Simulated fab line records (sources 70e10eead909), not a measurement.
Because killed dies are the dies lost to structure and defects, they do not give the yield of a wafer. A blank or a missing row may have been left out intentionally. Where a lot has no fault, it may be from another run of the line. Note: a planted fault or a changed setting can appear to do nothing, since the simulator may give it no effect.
fab line records -- flow nandHarc
record lots=12, wafers=36, lastDay=34
route steps=1302 shown A_CHANNEL_FILL_D1@495 A_DECK1_JOINT@518
lots that met no fault: from a run of the same line without faults
startH: the number of hours between the record's first day and the start of the first shown wafer of the lot -- waitH: time in hours since the lot's previous step -- " repeats the value in the row above -- L1.1+2: one row covering several wafers at once -- - no value, or no start given -- * or withheld: withheld -- < > ~ a bound
route shown NAME@n: NAME is a module with steps in the file, n the number in the route of the first one -- usual: the fault-free wafers' mean and standard deviation -- same: alike in all rows -- chamber/n: place in a boat -- sites: readings site by site -- _std_site: their standard deviation -- _edge_site: the outer-site mean with the inner-site mean subtracted -- radiusMm: for every site, how far away it sits from the centre of the wafer -- mask NAME#n: copy n -- behind: tool/chamber where the wafer was last shaped -- hold: the reason the lot was held/the length of the hold in hours/how it ended -- device: the transistor (n, p or np) that didn't switch -- end of line: tests run on the same wafers once the route is complete -- a step with no rows: only its recipe -- killed: not the wafer's yield, but the dies lost to structure and defects at the first sort -- map: a wafer's dies, marking killed ones x, the rest . and places with no die _
set.NAME: setting as actually run; set.NAME@STEP: the setting as run at that earlier step -- model.NAME: the simulator's own value behind a step, which no gauge read
route steps across a sampled set of lots; one table per step, one row per wafer
services: from which hour (startH, from the record's first day; less than 0 if before it) a tool's chamber was out of use, for how many hours, and why
## steps
# step NHARC_A_CHANNEL_FILL_D1_ALD_15
# recipe targetThkA=20, pulseTimeS=60, aldCycles=19, tempC=630, pressureTorr=2, material=SiNx
# usual precursorPulseHeightRel=1.001/0.02
# same aldCycles=19, pulseTimeS=60
lot.wafer,tool,chamber,startH,waitH,precursorPulseHeightRel
L808.2,aldSinBatch-02,0,-,-,1.014
L808.4,aldSinBatch-02,0,-,-,0.984
L808.5,aldSinBatch-02,0,-,-,1.000
L810.1,aldSinBatch-03,0,-,-,1.043
L810.2,aldSinBatch-03,0,-,-,0.999
L810.4,aldSinBatch-03,0,-,-,0.974
L811.2,aldSinBatch-02,0,-,-,1.021
L811.4,aldSinBatch-02,0,-,-,1.002
L811.6,aldSinBatch-02,0,-,-,1.004
L816.2,aldSinBatch-03,0,283.78,3.3,0.998
L816.5,aldSinBatch-03,0,283.78,3.3,0.993
L816.6,aldSinBatch-03,0,283.78,3.3,0.969
L818.4,aldSinBatch-02,0,-,-,0.971
L818.5,aldSinBatch-02,0,-,-,0.973
L818.6,aldSinBatch-02,0,-,-,0.988
L821.3,aldSinBatch-02,0,-,-,0.985
L821.5,aldSinBatch-02,0,-,-,1.015
L821.6,aldSinBatch-02,0,-,-,1.037
L823.2,aldSinBatch-01,0,-,-,1.033
L823.3,aldSinBatch-01,0,-,-,0.996
L823.6,aldSinBatch-01,0,-,-,0.995
L825.2,aldSinBatch-02,0,-,-,1.001
L825.3,aldSinBatch-02,0,-,-,0.995
L825.6,aldSinBatch-02,0,-,-,0.989
L827.2,aldSinBatch-03,0,-,-,1.007
L827.3,aldSinBatch-03,0,-,-,1.023
L827.4,aldSinBatch-03,0,-,-,1.000
L828.1,aldSinBatch-02,0,-,-,1.026
L828.2,aldSinBatch-02,0,-,-,0.989
L828.5,aldSinBatch-02,0,-,-,0.996
L829.1,aldSinBatch-02,0,-,-,0.973
L829.2,aldSinBatch-02,0,-,-,0.994
L829.5,aldSinBatch-02,0,-,-,1.005
L830.1,aldSinBatch-01,0,-,-,0.987
L830.3,aldSinBatch-01,0,-,-,1.024
L830.4,aldSinBatch-01,0,-,-,0.980
# step NHARC_A_CHANNEL_FILL_D1_ALD_25
# recipe targetThkA=600, pulseTimeS=10, aldCycles=600, tempC=300, material=SiOx
# usual heaterPowerW=451/52, precursorPulseHeightRel=0.998/0.02
# same aldCycles=600, pulseTimeS=10
lot.wafer,tool,chamber,startH,waitH,heaterPowerW,precursorPulseHeightRel,sinceWetCleanH
L808.2,aldHk-01,1,226.53,0.1,398,1.020,98
L808.4,aldHk-01,2,226.53,0.1,422,1.010,99
L808.5,aldHk-01,2,229.60,3.1,424,1.009,-
L810.2,aldHk-02,0,248.33,0.7,415,1.005,69
L810.4,aldHk-02,1,248.33,0.7,540,1.002,69
L810.1,aldHk-02,2,248.33,0.7,393,0.971,70
L811.4,aldHk-02,0,252.75,0.0,409,1.009,73
L811.2,aldHk-02,1,252.75,0.0,535,1.028,74
L811.6,aldHk-02,0,255.17,2.5,411,0.979,-
L816.2,aldHk-02,2,310.29,0.7,401,0.983,131
L816.6,aldHk-02,1,312.16,2.6,531,1.008,-
L816.5,aldHk-02,2,312.16,2.6,407,1.013,-
L818.4,aldHk-02,1,335.06,1.3,523,0.973,156
L818.6,aldHk-02,3,336.29,2.5,532,0.979,-
L818.5,aldHk-02,0,336.29,2.5,419,1.011,-
L821.3,aldHk-01,3,347.73,1.9,434,0.986,42
L821.5,aldHk-01,0,347.73,1.9,417,1.002,-
L821.6,aldHk-01,1,347.73,1.9,400,1.023,-
L823.2,aldHk-04,1,377.24,0.1,540,1.008,109
L823.3,aldHk-04,3,378.48,1.3,471,0.972,110
L823.6,aldHk-04,2,380.34,3.2,412,0.967,-
L825.2,aldHk-04,3,400.42,0.1,492,0.992,132
L825.3,aldHk-04,2,402.28,1.9,410,1.005,134
L825.6,aldHk-04,0,403.51,3.1,508,0.943,-
L827.4,aldHk-01,2,416.12,0.1,444,0.997,110
L827.2,aldHk-01,0,417.34,1.3,423,0.978,111
L827.3,aldHk-01,1,417.34,1.3,405,1.028,112
L828.2,aldHk-01,1,436.43,0.1,397,1.040,130
L828.1,aldHk-01,0,438.27,1.9,420,0.984,132
L828.5,aldHk-01,2,439.50,3.1,449,1.001,-
L829.1,aldHk-04,2,437.05,0.7,403,0.991,169
L829.2,aldHk-04,3,437.05,0.7,494,1.009,169
L829.5,aldHk-04,2,439.53,3.2,406,1.010,-
L830.3,aldHk-04,2,450.21,0.1,413,1.015,1
L830.4,aldHk-04,3,450.21,0.1,492,0.992,2
L830.1,aldHk-04,0,450.21,0.1,513,0.992,3
# step NHARC_A_DECK1_JOINT_ETCHBACK_07
# recipe targetDepthA=1050, timeS=26.9, hbrFlowSccm=150, rfW=350, icpW=350, biasW=60, chemistry=HBr
# usual drypumpMotorCurrentA=5.7/0.56, oesProductAu=0.999/0.0089, runLengthS=48.3/0.45, throttleValvePct=23.266/0.0095
lot.wafer,tool,chamber,startH,waitH,drypumpMotorCurrentA,oesProductAu,rfHoursCounterH,runLengthS,throttleValvePct
L808.4,rieSi-05,2,238.49,0.1,5.3,1.001,0.57,47.9,23.251
L808.2,rieSi-05,3,238.49,0.1,6.1,0.997,0.47,48.0,23.271
L808.5,rieSi-05,1,238.49,0.1,6.5,0.996,-,48.0,23.258
L810.4,rieSi-02,1,259.50,0.1,6.6,0.989,1.08,48.3,23.277
L810.1,rieSi-02,2,259.50,0.1,5.4,1.014,0.89,48.5,23.261
L810.2,rieSi-02,3,259.50,0.1,5.8,1.025,0.89,48.9,23.270
L811.2,rieSi-02,1,264.43,0.1,6.6,0.999,1.12,48.9,23.253
L811.4,rieSi-02,0,264.43,0.1,4.7,0.995,1.08,49.2,23.267
L811.6,rieSi-02,1,264.43,0.1,6.7,0.998,-,48.8,23.267
L816.2,rieSi-02,3,321.67,0.1,5.8,1.011,0.19,48.6,23.269
L816.5,rieSi-02,3,321.67,0.1,5.8,0.998,-,48.5,23.270
L816.6,rieSi-02,0,321.67,0.1,4.8,1.002,-,49.1,23.274
L818.4,rieSi-02,0,345.55,0.1,4.8,1.016,0.27,32.5,23.275
L818.5,rieSi-02,2,345.55,0.1,5.5,1.012,-,48.7,23.286
L818.6,rieSi-02,3,345.55,0.1,5.8,1.009,-,49.0,23.259
L821.3,rieSi-02,2,357.66,0.1,5.5,0.994,0.48,48.7,23.261
L821.6,rieSi-02,3,357.66,0.1,5.8,0.994,-,48.8,23.253
L821.5,rieSi-02,0,357.66,0.1,4.7,0.991,-,32.4,23.279
L823.3,rieSi-03,3,389.06,0.1,5.6,0.997,0.92,48.3,23.257
L823.2,rieSi-03,2,389.06,0.1,5.8,0.987,0.95,47.6,23.269
L823.6,rieSi-03,3,389.06,0.1,5.6,0.995,-,48.0,23.263
L825.2,rieSi-05,0,412.26,0.1,4.8,1.001,0.76,48.1,23.269
L825.3,rieSi-05,1,412.26,0.1,6.5,0.994,0.73,48.2,23.259
L825.6,rieSi-05,0,412.26,0.1,4.8,0.996,-,48.0,23.266
L827.4,rieSi-05,0,428.07,0.1,4.8,0.986,0.88,48.1,23.263
L827.2,rieSi-05,1,428.07,0.1,6.5,1.001,0.83,48.1,23.257
L827.3,rieSi-05,2,428.07,0.1,5.3,0.995,0.58,47.8,23.249
L829.2,rieSi-03,0,448.38,0.1,6.1,0.999,0.33,47.8,23.274
L829.1,rieSi-03,2,448.38,0.1,5.8,1.025,0.32,47.7,23.246
L829.5,rieSi-03,1,448.38,0.1,5.6,1.004,-,48.5,23.279
L828.1,rieSi-02,0,448.40,0.1,4.8,1.003,1.03,49.1,23.259
L828.2,rieSi-02,1,448.40,0.1,6.7,1.001,1.00,48.3,23.274
L828.5,rieSi-02,2,448.40,0.1,5.5,1.006,-,48.5,23.265
L830.3,rieSi-05,3,462.12,0.1,6.2,0.981,0.82,48.0,23.260
L830.1,rieSi-05,2,462.12,0.1,5.3,0.997,0.79,47.7,23.258
L830.4,rieSi-05,3,462.12,0.1,6.1,0.989,-,48.0,23.254
# step NHARC_A_DECK1_JOINT_ETCHBACK_00
# recipe targetDepthA=300, timeS=17.4, hbrFlowSccm=150, rfW=350, icpW=350, biasW=60, chemistry=HBr
# usual drypumpMotorCurrentA=5.7/0.56, oesProductAu=0.999/0.0082, runLengthS=38.7/0.45, throttleValvePct=23.267/0.0085
lot.wafer,tool,chamber,startH,waitH,drypumpMotorCurrentA,oesProductAu,rfHoursCounterH,runLengthS,throttleValvePct
L808.2,rieSi-05,1,248.92,0.1,6.5,0.993,0.6,38.3,23.253
L808.4,rieSi-05,2,248.92,0.1,5.3,0.988,0.6,38.3,23.260
L808.5,rieSi-05,1,248.92,0.1,6.5,0.989,-,38.8,23.270
L810.2,rieSi-02,0,270.00,0.1,4.8,0.997,1.1,39.5,23.273
L810.4,rieSi-02,1,270.00,0.1,6.6,0.986,1.2,38.7,23.272
L810.1,rieSi-02,3,270.00,0.1,5.9,1.004,0.9,39.2,23.271
L811.2,rieSi-02,3,275.15,0.1,5.8,1.001,0.9,39.4,23.270
L811.4,rieSi-02,0,275.15,0.1,4.8,1.000,1.1,39.4,23.275
L811.6,rieSi-02,0,275.15,0.1,4.7,1.001,-,40.0,23.267
L816.2,rieSi-05,0,332.50,0.1,4.8,0.994,0.2,38.8,23.266
L816.6,rieSi-05,0,332.50,0.1,4.8,0.986,-,38.4,23.257
L816.5,rieSi-05,1,332.50,0.1,6.5,0.996,-,38.7,23.269
L818.4,rieSi-03,1,356.22,0.1,5.6,1.000,-,39.3,23.263
L818.5,rieSi-03,2,356.22,0.1,5.8,0.987,-,38.2,23.280
L818.6,rieSi-03,0,356.22,0.1,6.0,0.994,-,38.0,23.264
L821.3,rieSi-03,3,368.09,0.1,5.6,1.000,0.8,38.6,23.264
L821.5,rieSi-03,2,368.09,0.1,5.8,0.992,-,38.2,23.269
L821.6,rieSi-03,3,368.09,0.1,5.6,1.003,-,38.5,23.259
L823.3,rieSi-02,0,400.50,0.1,4.8,1.002,0.8,39.4,23.272
L823.2,rieSi-02,1,400.50,0.1,6.6,1.006,0.7,38.4,23.255
L823.6,rieSi-02,3,400.50,0.1,5.8,1.005,-,39.3,23.270
L825.3,rieSi-05,0,422.90,0.1,4.8,0.997,0.8,38.3,23.270
L825.2,rieSi-05,3,422.90,0.1,6.1,0.982,0.6,38.7,23.271
L825.6,rieSi-05,1,422.90,0.1,6.5,1.001,-,38.5,23.283
L827.2,rieSi-05,2,438.66,0.1,5.3,1.001,0.6,38.4,23.257
L827.3,rieSi-05,3,438.66,0.1,6.1,0.996,0.7,38.4,23.273
L827.4,rieSi-05,0,438.66,0.1,4.8,0.992,1.0,38.4,23.265
L829.2,rieSi-05,2,458.87,0.1,5.3,1.000,0.7,38.1,23.277
L829.1,rieSi-05,0,458.87,0.1,4.8,0.993,1.2,38.3,23.271
L829.5,rieSi-05,2,458.87,0.1,5.3,1.000,-,38.4,23.257
L828.1,rieSi-03,3,458.87,0.1,5.6,1.007,0.3,39.1,23.277
L828.2,rieSi-03,0,458.87,0.1,6.0,0.996,0.4,38.2,23.271
L828.5,rieSi-03,3,458.87,0.1,5.6,0.988,-,38.6,23.266
L830.1,rieSi-05,2,472.68,0.1,5.3,0.999,0.9,38.2,23.271
L830.3,rieSi-05,3,472.68,0.1,6.1,0.989,0.9,38.5,23.267
L830.4,rieSi-05,0,472.68,0.1,4.8,0.991,-,38.7,23.283
## services
tool,chamber,startH,hours,kind
rieSi-02,2,177.68,2.4,repair
aldHk-04,-,208.26,0.5,repair
rieSi-03,3,211.86,4.7,repair
rieSi-03,-,221.00,9.0,pm
rieSi-05,-,224.36,1.7,repair
aldHk-04,-,259.59,10.0,pm
aldSinBatch-02,-,266.00,26.0,pm
rieSi-02,-,277.00,9.0,pm
rieSi-05,-,305.00,9.0,pm
rieSi-05,0,305.00,9.0,ventCycle
rieSi-05,1,305.00,9.0,ventCycle
rieSi-05,2,305.00,9.0,ventCycle
rieSi-05,3,305.00,9.0,ventCycle
rieSi-05,0,314.00,-,clean
rieSi-05,1,314.00,-,clean
aldHk-01,-,331.98,1.9,repair
rieSi-05,3,344.15,4.1,repair
rieSi-03,3,349.52,13.9,repair
rieSi-05,1,357.79,1.6,repair
rieSi-03,-,398.00,9.0,pm
rieSi-02,-,411.30,0.1,repair
rieSi-02,-,454.00,9.0,pm
rieSi-05,1,461.83,55.9,repair
rieSi-02,2,469.24,6.3,repair
## key
firstSign step=NHARC_A_DECK1_JOINT_ETCHBACK_07, reading=runLengthS, direction=down, sigmas=35, usual=*, struck=*
effect none on later readings
metAt NHARC_A_DECK1_JOINT_ETCHBACK_07
struckLots L818,L821
struckWafers L818.4,L821.5
testerLeftOut L818,L821
notActingAt NHARC_A_CHANNEL_FILL_D1_ALD_15,NHARC_A_CHANNEL_FILL_D1_ALD_25,NHARC_A_DECK1_JOINT_ETCHBACK_00
onsetBetween 321.67 345.55
fault kind=processParameterDrift, tool=rieSi-02, chamber=0, onsetH=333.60, steps=NHARC_A_DECK1_JOINT_ETCHBACK_07, channel=timeS, offset=*, shape=step, endH=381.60, actsIn=*, stated=*
# testerLeftOut: of these lots the tester's yield and bins aren't shown, on N5 and GAA mostly nor the transistor test; their killed dies are dies lost to structure and defects alone, not to doping, threshold or leakage, so they don't give the yield
